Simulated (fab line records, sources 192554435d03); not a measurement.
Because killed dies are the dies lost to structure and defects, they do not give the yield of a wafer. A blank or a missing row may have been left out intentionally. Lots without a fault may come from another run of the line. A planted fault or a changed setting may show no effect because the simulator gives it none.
Matching of chambers | flow n5-finfet | rie-diel-01 running N5_BEOL_M12_TRENCH_ETCH_34: 4 sister chambers
The step etches SiOC in C4F8/O2/Ar, target depth 318.95 nm, time 125.5 s. 8 wafers are shown with their chamber, then 9 later ones without.

## WAFERS PAIRED WITH THEIR CHAMBERS
wafer  | chamber | throttle-valve-pct (%) | showerhead-plenum-p-Torr (Torr)
L078.5 | 0       | 24.37                  | 3.36
L082.6 | 3       | 23.87                  | 3.36
L088.1 | 1       | 24.44                  | 3.28
L088.2 | 0       | 24.41                  | 3.35
L088.6 | 2       | 24.12                  | 3.28
L090.1 | 1       | 24.46                  | 3.27
L090.3 | 2       | 24.13                  | 3.28
L090.4 | 3       | 23.89                  | 3.36

## WAFERS WHOSE CHAMBER IS MISSING
wafer  | throttle-valve-pct (%) | showerhead-plenum-p-Torr (Torr)
L091.2 | 24.12                  | 3.28
L091.4 | 24.45                  | 3.27
L091.5 | 23.89                  | 3.35
L092.2 | 24.40                  | 3.34
L092.3 | 24.45                  | 3.27
L092.6 | 24.12                  | 3.28
L096.3 | 24.48                  | 3.27
L096.5 | 24.42                  | 3.34
L096.6 | 24.14                  | 3.27

## EACH ONE'S CHAMBER
wafer  | from the rows above | in truth
L091.2 | 2                   | 2
L091.4 | 1                   | 1
L091.5 | 3                   | 3
L092.2 | 0                   | 0
L092.3 | 1                   | 1
L092.6 | 2                   | 2
L096.3 | 1                   | 1
L096.5 | 0                   | 0
L096.6 | 2                   | 2
Correctly placed: 9 of 9. Can't be placed from these rows: 0. 0 placed wrongly.
How it was worked out, from the rows above alone: a wafer's distance from a chamber is the root of the sum, over the readings, of the square of ((its reading less the chamber's mean) divided by the reading's scatter). If the next closest chamber is less than 2 further off than the closest, the wafer can't be placed; otherwise it belongs to the closest. A chamber's mean is the mean of its shown wafers. The scatter is the square root of a quotient: the sum, over the shown wafers, of each reading's squared deviation from its chamber's mean, divided by wafers minus chambers.
